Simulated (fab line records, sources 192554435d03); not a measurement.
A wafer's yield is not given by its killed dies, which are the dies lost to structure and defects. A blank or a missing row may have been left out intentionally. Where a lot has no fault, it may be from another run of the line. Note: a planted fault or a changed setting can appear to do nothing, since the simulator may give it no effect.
fab line records	flow n5-finfet
record lots=10	wafers=28	last-day=20
route steps=1938 shown BEOL_M4@1111 BEOL_M9@1436 BEOL_M10@1470 PASSIVATION@1936
lots with no fault: from the same line, run without faults
start-h: the number of hours between the record's first day and the start of the first shown wafer of the lot	wait-h: hours since the lot's step before	" the same as in the row above	L1.1+2: several wafers, shown together as one row	- no value, or no start was given	* or withheld: withheld	< > ~ a bound
route shown NAME@n: NAME is a module with steps in the file, n the number in the route of the first one	usual: mean/standard deviation taken from wafers without a fault	same: alike in all rows	chamber/n: place in a boat	sites: the reading at each site	_std_site: the values' standard deviation	_edge_site: outer sites' mean less inner sites'	radius-mm: how far each site lies from the wafer's centre	mask NAME#n: copy n	behind: tool/chamber where the wafer was last shaped	hold: cause of the lot's hold/its duration in hours/its outcome	device: whichever transistor did not switch (one of n, p or np)	end of line: tests of these same wafers at the route's end	a step with no rows: only its recipe	killed: dies that structure and defects cost at the first sort, which is not the same as the wafer's yield	map: a wafer's dies, marking killed ones x, the rest . and places with no die _
set.NAME: setting as actually run; set.NAME@STEP: the setting as run at that earlier step	model.NAME: the simulator's own value behind a step, which no gauge read
steps of the route over a sample of lots; a table a step, a row a wafer
services: a tool's chamber out of use, with start hour (start-h, from the record's first day; less than 0 if before it), hours out, and reason
## steps
# step N5_BEOL_M4_RC_MEAS_101
# usual DIBL_N=36.5/2.1	DIBL_P=36.6/2.6	IOFF_N=0.17/0.044	IOFF_P=0.21/0.048	ION_N=674/17	ION_P=462/9.5	SS_N=71.6/0.77	SS_P=73.5/0.72	VT_N=250/4.2	VT_P=-250/3.9
lot.wafer	tool	chamber	start-h	wait-h	DIBL_N[mV/V]	DIBL_P[mV/V]	IOFF_N[nA/um]	IOFF_P[nA/um]	ION_N[uA/um]	ION_P[uA/um]	SS_N[mV/dec]	SS_P[mV/dec]	VT_N[mV]	VT_P[mV]
L102.1	prober-01	0	222.07	0.0	41.7	40.4	0.31	0.35	707	476	73.8	74.9	241	-242
L102.3	"	0	"	"	34.2	32.3	0.13	0.19	678	467	70.7	72.7	251	-250
L102.6	"	0	"	"	40.5	40.5	0.29	0.34	703	475	72.2	74.8	241	-243
L100.4	prober-02	0	224.41	0.5	34.9	33.9	0.13	0.17	671	460	70.6	73.4	255	-254
L100.5	"	0	"	"	37.0	37.6	0.17	0.22	684	468	71.1	74.7	248	-252
L101.1	prober-02	0	227.58	0.0	37.2	37.7	0.14	0.20	667	462	71.1	73.0	253	-253
L101.4	"	0	"	"	40.6	42.3	0.24	0.28	706	478	72.4	74.4	241	-245
L101.5	"	0	"	"	39.5	40.8	0.20	0.25	685	465	72.2	74.3	248	-247
L106.2	prober-02	0	250.70	0.2	35.6	36.7	0.16	0.20	667	461	71.5	73.4	247	-250
L106.4	"	0	"	"	36.0	35.2	0.15	0.17	651	445	72.3	73.0	253	-253
L106.5	"	0	"	"	32.7	32.9	0.11	0.16	653	454	70.0	73.2	254	-254
L107.2	prober-01	0	252.24	0.2	36.6	35.0	0.16	0.21	691	467	71.0	73.7	253	-253
L107.6	"	0	"	"	36.9	35.7	0.18	0.22	697	473	71.7	73.7	249	-250
L105.2	prober-02	0	257.03	0.2	35.0	34.2	0.13	0.15	644	440	71.1	72.1	253	-258
L105.3	"	0	"	"	42.0	43.0	0.28	0.29	704	470	73.0	74.2	241	-251
L105.4	"	0	"	"	34.9	33.9	0.13	0.16	676	457	71.1	73.0	249	-253
L104.1	prober-01	0	261.62	0.0	39.1	39.4	0.21	0.24	694	469	72.9	74.1	247	-248
L104.3	"	0	"	"	37.9	39.1	0.18	0.23	666	461	72.4	73.7	250	-251
L104.6	"	0	"	"	34.6	33.8	0.12	0.17	664	457	70.8	73.6	255	-254
L108.1	prober-01	0	270.26	0.0	37.4	37.5	0.16	0.22	680	464	71.7	73.9	251	-249
L108.4	"	0	"	"	37.1	36.5	0.14	0.21	658	465	72.3	73.2	254	-248
L108.6	"	0	"	"	35.6	34.6	0.12	0.18	665	464	71.1	72.7	255	-251
L120.2	prober-02	0	339.48	0.2	34.4	33.6	0.13	0.17	667	457	70.5	72.3	250	-251
L120.3	"	0	"	"	36.6	36.6	0.17	0.22	691	472	71.7	73.8	249	-248
L120.4	"	0	"	"	37.4	37.9	0.18	0.24	679	468	71.6	73.5	250	-246
L121.1	prober-01	0	349.42	0.0	34.9	36.2	0.12	0.17	664	459	71.3	73.3	257	-256
L121.4	"	0	"	"	37.3	38.6	0.16	0.21	671	469	71.8	74.0	252	-251
L121.6	"	0	"	"	35.3	35.4	0.13	0.16	666	453	71.5	72.8	255	-258
# step N5_BEOL_M9_INSPECT_30
# recipe mode=adi	inspect-instrument=brightfield
# usual raw-defect-count=427/92
lot.wafer	tool	chamber	start-h	wait-h	raw-defect-count
L102.1	defect-inspect-01	-	267.47	0.1	487
L102.3	"	-	"	"	524
L102.6	"	-	"	"	608
L100.4	defect-inspect-02	-	270.68	0.0	419
L100.5	"	-	"	"	408
L101.1	defect-inspect-02	-	274.03	0.1	444
L101.4	"	-	"	"	536
L101.5	"	-	"	"	529
L107.2	defect-inspect-01	-	291.18	0.0	302
L107.6	"	-	"	"	437
L106.2	defect-inspect-02	-	294.78	0.0	593
L106.4	"	-	"	"	491
L106.5	"	-	"	"	521
L104.1	defect-inspect-01	-	301.25	0.1	517
L104.3	"	-	"	"	349
L104.6	"	-	"	"	311
L105.2	defect-inspect-01	-	312.27	0.0	344
L105.3	"	-	"	"	422
L105.4	"	-	"	"	384
L108.1	defect-inspect-02	-	316.46	0.1	463
L108.4	"	-	"	"	457
L108.6	"	-	"	"	479
L120.2	defect-inspect-02	-	386.97	0.0	417
L120.3	"	-	"	"	256
L120.4	"	-	"	"	452
L121.1	defect-inspect-02	-	395.47	0.1	344
L121.4	"	-	"	"	443
L121.6	"	-	"	"	408
# step N5_BEOL_M9_DEGAS_44
# recipe ambient=vacuum	temp-c=250	time-s=60
# usual heater-power-w=329/22
lot.wafer	tool	chamber	start-h	wait-h	heater-power-w
L102.1	pvd-sputter-02	-	268.76	0.5	321
L102.3	"	-	"	"	351
L102.6	"	-	"	"	321
L100.4	pvd-sputter-02	-	272.00	0.4	307
L100.5	"	-	"	"	297
L101.1	pvd-sputter-02	-	276.16	1.3	352
L101.4	"	-	"	"	304
L101.5	"	-	"	"	324
L107.2	pvd-sputter-03	-	292.30	0.3	356
L107.6	"	-	"	"	310
L106.2	pvd-sputter-03	-	296.06	0.5	337
L106.4	"	-	"	"	359
L106.5	"	-	"	"	320
L104.1	pvd-sputter-03	-	302.64	0.7	304
L104.3	"	-	"	"	323
L104.6	"	-	"	"	316
L105.2	pvd-sputter-03	-	313.29	0.2	352
L105.3	"	-	"	"	329
L105.4	"	-	"	"	338
L108.1	pvd-sputter-01	-	317.90	0.7	345
L108.4	"	-	"	"	347
L108.6	"	-	"	"	344
L120.2	pvd-sputter-01	-	387.99	0.2	300
L120.3	"	-	"	"	368
L120.4	"	-	"	"	342
L121.1	pvd-sputter-02	-	400.90	4.4	304
L121.4	"	-	"	"	321
L121.6	"	-	"	"	291
# step N5_BEOL_M9_DEP_56
# recipe material=SiCN	target-thk-a=150	temp-c=withheld	precursor=3MS/NH3	pressure-torr=3	rf-w=202	time-s=26.5
# usual showerhead-plenum-p-Torr=3.668/0.01	throttle-valve-pct=9.1/0.58
lot.wafer	tool	chamber	start-h	wait-h	showerhead-plenum-p-Torr	throttle-valve-pct
L102.1	pecvd-03	1	270.75	0.0	3.674	8.7
L102.3	"	0	"	"	3.688	10.6
L102.6	"	0	"	"	3.678	10.4
L100.4	pecvd-03	1	273.78	0.0	3.684	8.4
L100.5	"	2	"	"	3.651	8.7
L101.1	pecvd-01	0	277.60	0.0	3.667	9.7
L101.4	"	0	"	"	3.667	9.5
L101.5	"	2	"	"	3.666	8.6
L107.2	pecvd-01	1	294.46	0.0	3.668	9.1
L107.6	"	0	"	"	3.659	9.6
L106.2	pecvd-03	0	297.55	0.0	3.679	10.5
L106.4	"	0	"	"	3.676	10.5
L106.5	"	1	"	"	3.679	8.8
L104.1	pecvd-03	2	304.57	0.0	3.647	9.0
L104.3	"	0	"	"	3.684	10.4
L104.6	"	0	"	"	3.676	10.6
L105.2	pecvd-03	2	315.42	0.0	3.650	8.9
L105.3	"	1	"	"	3.686	8.8
L105.4	"	2	"	"	3.654	8.7
L108.1	pecvd-02	1	319.38	0.0	3.666	9.4
L108.4	"	2	"	"	3.678	8.1
L108.6	"	1	"	"	3.669	9.2
L120.2	pecvd-01	0	389.61	0.0	3.654	9.6
L120.3	"	1	"	"	3.660	9.4
L120.4	"	1	"	"	3.670	9.2
L121.1	pecvd-01	2	402.45	0.0	3.665	8.6
L121.4	"	2	"	"	3.666	8.7
L121.6	"	0	"	"	3.664	9.5
# step N5_BEOL_M10_ILD_DEP_00
# recipe material=SiCOH_lowk	target-thk-a=3085.1	temp-c=300	precursor=DEMS/porogen	pressure-torr=5	rf-w=500	time-s=58
# usual heater-power-w=331/71	showerhead-plenum-p-Torr=5.740/0.02	throttle-valve-pct=14.3/1.1
lot.wafer	tool	chamber	start-h	wait-h	heater-power-w	showerhead-plenum-p-Torr	throttle-valve-pct
L102.1	pecvd-04	2	270.89	0.0	357	5.703	13.5
L102.3	"	1	"	"	270	5.732	17.2
L102.6	"	2	"	"	358	5.719	13.7
L100.4	pecvd-01	0	273.92	0.1	268	5.733	14.5
L100.5	"	2	"	"	323	5.738	13.1
L101.1	pecvd-01	1	277.74	0.0	238	5.757	14.0
L101.4	"	0	"	"	248	5.740	14.8
L101.5	"	2	"	"	358	5.750	13.2
L107.2	pecvd-01	2	294.59	0.0	299	5.727	13.0
L107.6	"	1	"	"	191	5.736	14.0
L106.2	pecvd-04	2	297.86	0.2	377	5.705	13.6
L106.4	"	2	"	"	296	5.715	13.5
L106.5	"	1	"	"	332	5.748	16.9
L104.1	pecvd-03	2	304.70	0.0	469	5.720	13.9
L104.3	"	0	"	"	404	5.762	16.4
L104.6	"	1	"	"	316	5.763	13.2
L105.2	pecvd-04	1	315.57	0.0	273	5.741	17.1
L105.3	"	2	"	"	327	5.702	13.7
L105.4	"	2	"	"	350	5.720	13.6
L108.1	pecvd-03	1	319.52	0.0	267	5.764	13.2
L108.4	"	2	"	"	465	5.724	13.8
L108.6	"	2	"	"	469	5.728	13.7
L120.2	pecvd-04	0	389.75	0.0	280	5.755	13.9
L120.3	"	0	"	"	298	5.765	14.4
L120.4	"	2	"	"	315	5.693	13.7
L121.1	pecvd-01	2	402.59	0.0	305	5.740	13.3
L121.4	"	0	"	"	311	5.732	14.5
L121.6	"	1	"	"	246	5.744	14.3
# step N5_BEOL_M10_THK_MEAS_01
# recipe reads=SiCOH_lowk_of_BEOL_M10_ILD_DEP_00
# usual M10_ILD_THK=269/4.4
lot.wafer	tool	chamber	start-h	wait-h	M10_ILD_THK[nm]
L102.1	film-metro-01	-	271.48	0.4	270
L102.3	"	-	"	"	267
L102.6	"	-	"	"	273
L100.4	film-metro-01	-	274.49	0.2	266
L100.5	"	-	"	"	271
L101.1	film-metro-02	-	278.33	0.4	261
L101.4	"	-	"	"	265
L101.5	"	-	"	"	268
L107.2	film-metro-01	-	295.19	0.4	264
L107.6	"	-	"	"	274
L106.2	film-metro-02	-	298.46	0.4	265
L106.4	"	-	"	"	268
L106.5	"	-	"	"	264
L104.1	film-metro-01	-	305.29	0.4	266
L104.3	"	-	"	"	265
L104.6	"	-	"	"	272
L105.2	film-metro-02	-	316.17	0.4	269
L105.3	"	-	"	"	269
L105.4	"	-	"	"	271
L108.1	film-metro-02	-	320.14	0.4	265
L108.4	"	-	"	"	269
L108.6	"	-	"	"	267
L120.2	film-metro-02	-	391.12	0.4	220
L120.3	"	-	"	"	222
L120.4	"	-	"	"	269
L121.1	film-metro-02	-	403.18	0.4	267
L121.4	"	-	"	"	271
L121.6	"	-	"	"	274
# step N5_PASSIVATION_PROBE_49
# usual defect-limited-yield=91.2/1.5	killed_at_M0_to_M3=36/10	killed_at_M4_up=14/5.2	killed-at-contacts=12/6	killed-at-front-end=37/10	killed-at-other=4/3.3	killed-dies=104/18	killed-on-rim=14/4.1	killed-open=68/14	killed-short=34/7.4	sort_bin_4_leakage=0.01/0.04	sort_bin_5_function=5.2/1	sort_bin_6_memory=3.3/0.7	sort_bin_8_speed=0.01/0.045	sort-n-pass=1076/18	sort-yield-pct=91.2/1.5
# same gross-dies=1180	killed-at-back-side=0
lot.wafer	tool	chamber	start-h	wait-h	defect-limited-yield[%]	killed_at_M0_to_M3	killed_at_M4_up	killed-at-contacts	killed-at-front-end	killed-at-other	killed-dies	killed-on-rim	killed-open	killed-short	sort_bin_4_leakage[%]	sort_bin_5_function[%]	sort_bin_6_memory[%]	sort_bin_8_speed[%]	sort-n-pass	sort-yield-pct[%]
L100.4	prober-01	-	338.42	0.2	93.3	28	8	6	31	6	79	10	53	26	0	3.9	2.7	0	1101	93.3
L100.5	prober-01	-	338.47	0.2	94.6	18	13	14	16	3	64	7	42	22	0	3.2	1.9	0	1116	94.6
L120.2	prober-01	-	481.84	0.1	71.3	36	256	9	33	5	339	152	68	25	0	4.4	3.3	0	841	71.3
L120.3	prober-01	-	481.89	0.1	60.2	29	397	9	32	3	470	152	60	26	0	4.0	3.1	0	710	60.2
L120.4	prober-01	-	481.94	0.2	93.7	30	3	7	34	0	74	9	57	15	0	3.6	2.5	0	1106	93.7
# killed by level:class
L100.4 BEOL_M2:geometric-particle:open=7 STI_FIN_REVEAL:geometric-particle:open=6 FIN_SAQP:geometric-particle:short=5 GATE_CUT:geometric-particle:short=5 MOL_CONTACT_COAG:geometric-particle:open=5 BEOL_M0_SAQP:geometric-particle:open=5 BEOL_M1:geometric-particle:open=5 FIN_SAQP:geometric-particle:open=3
L100.5 MOL_CONTACT_COAG:geometric-particle:open=12 GATE_CUT:geometric-particle:short=6 BEOL_M1:geometric-particle:open=5 FIN_SAQP:geometric-particle:open=4 BEOL_M0_SAQP:geometric-particle:short=4 BEOL_M4:geometric-particle:open=4 BEOL_M2:geometric-particle:open=3 BEOL_M7:geometric-particle:open=3
L120.2 BEOL_M10:area-dep=246 BEOL_M3:geometric-particle:open=12 MOL_CONTACT_COAG:geometric-particle:open=9 STI_FIN_REVEAL:geometric-particle:open=7 BEOL_M0_SAQP:geometric-particle:open=7 FIN_SAQP:geometric-particle:open=5 BEOL_M2:geometric-particle:open=5 FIN_SAQP:geometric-particle:short=4
L120.3 BEOL_M10:area-dep=384 MOL_CONTACT_COAG:geometric-particle:open=8 DUMMY_GATE:geometric-particle:open=7 STI_FIN_REVEAL:geometric-particle:open=5 BEOL_M0_SAQP:geometric-particle:short=5 BEOL_M0:geometric-particle:open=5 BEOL_M3:geometric-particle:open=5 FIN_SAQP:geometric-particle:open=4
L120.4 FIN_SAQP:geometric-particle:open=10 BEOL_M3:geometric-particle:open=10 DUMMY_GATE:geometric-particle:open=7 MOL_CONTACT_COAG:geometric-particle:open=6 STI_FIN_REVEAL:geometric-particle:open=5 BEOL_M0_SAQP:geometric-particle:open=5 BEOL_M1:geometric-particle:open=4 BEOL_M0_SAQP:geometric-particle:short=3
## services
tool	chamber	start-h	hours	kind
pecvd-04	1	247.44	2.1	scheduled-down
pecvd-03	-	255.03	14.6	pm
pecvd-02	-	270.32	28.1	pm
pecvd-03	0	280.98	5.5	scheduled-down
pecvd-01	-	295.80	14.6	pm
pecvd-03	0	307.10	28.4	repair
pecvd-02	1	319.53	5.5	scheduled-down
pecvd-01	1	366.46	4.7	repair
pecvd-03	1	373.44	2.1	scheduled-down
pecvd-04	1	382.92	3.5	repair
pecvd-04	1	386.68	-	clean
pecvd-04	1	386.68	-	consumable-replace:showerhead
pecvd-04	1	386.68	29.0	scheduled-down
pecvd-04	1	386.68	29.0	vent-cycle
pvd-sputter-01	-	393.50	73.0	repair
## key
first-sign step=N5_BEOL_M10_THK_MEAS_01	reading=M10_ILD_THK	direction=down	sigmas=11	usual=269	struck=221
effect step=N5_PASSIVATION_PROBE_49	reading=killed_at_M4_up	direction=up	sigmas=60	usual=14	struck=326
more-kills-born-at N5_BEOL_M10_ILD_DEP_00@pecvd-04=630
met-at N5_BEOL_M10_ILD_DEP_00
struck-lots L120
struck-wafers L120.2,L120.3
not-acting-at N5_BEOL_M9_INSPECT_30,N5_BEOL_M9_DEGAS_44,N5_BEOL_M9_DEP_56
fault kind=site-profile-drift	tool=pecvd-04	chamber=0	onset-h=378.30	steps=N5_BEOL_M10_ILD_DEP_00	basis=fraction	max-abs-drift=0.35486	slope-share-per-hr=78.857	site-pattern=0,0,0,0,0,-1,-1,-1,-1
